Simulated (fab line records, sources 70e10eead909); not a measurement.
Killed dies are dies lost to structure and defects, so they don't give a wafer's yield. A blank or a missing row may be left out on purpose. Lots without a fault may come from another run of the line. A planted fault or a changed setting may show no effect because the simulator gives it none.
Chamber matching | flow nand_harc | NHARC_P_GATE_ETCH_32 on rie_si-06: 4 sister chambers
The step etches the open film in HBr/Cl2, target depth 150 nm, time 100.1 s. 4 wafers are shown with their chamber, then 9 later ones without.

WAFERS WITH THEIR CHAMBER
wafer  | chamber | drypump_motor_current_A (A)
L083.3 | 3       | 5.4
L086.1 | 1       | 5.8
L086.3 | 0       | 6.1
L086.6 | 2       | 6.3

WAFERS WITHOUT THEIR CHAMBER
wafer  | drypump_motor_current_A (A)
L087.3 | 6.1
L087.4 | 6.4
L087.5 | 5.8
L095.2 | 5.4
L095.4 | 6.3
L095.5 | 6.4
L097.3 | 5.4
L097.4 | 5.8
L097.6 | 6.1

WHICH CHAMBER EACH WENT THROUGH
wafer  | from the rows above | in truth
L087.3 | 0                   | 0
L087.4 | 2                   | 2
L087.5 | 1                   | 1
L095.2 | 3                   | 3
L095.4 | 2                   | 2
L095.5 | 2                   | 2
L097.3 | 3                   | 3
L097.4 | 1                   | 1
L097.6 | 0                   | 0
Placed correctly: 9 of 9. Can't be placed from these rows: 0. Placed wrongly: 0.
How it was worked out, from the rows above alone: a wafer's distance from a chamber is the root of the sum, over the readings, of the square of ((its reading less the chamber's mean) divided by the reading's scatter). The wafer belongs to the nearest chamber; if the next one is less than 2 further off, it can't be placed. A chamber's mean is the mean of its shown wafers. The scatter: with one shown wafer a chamber, the root of the mean of the squares of how far each hidden wafer lies from its nearest shown one.
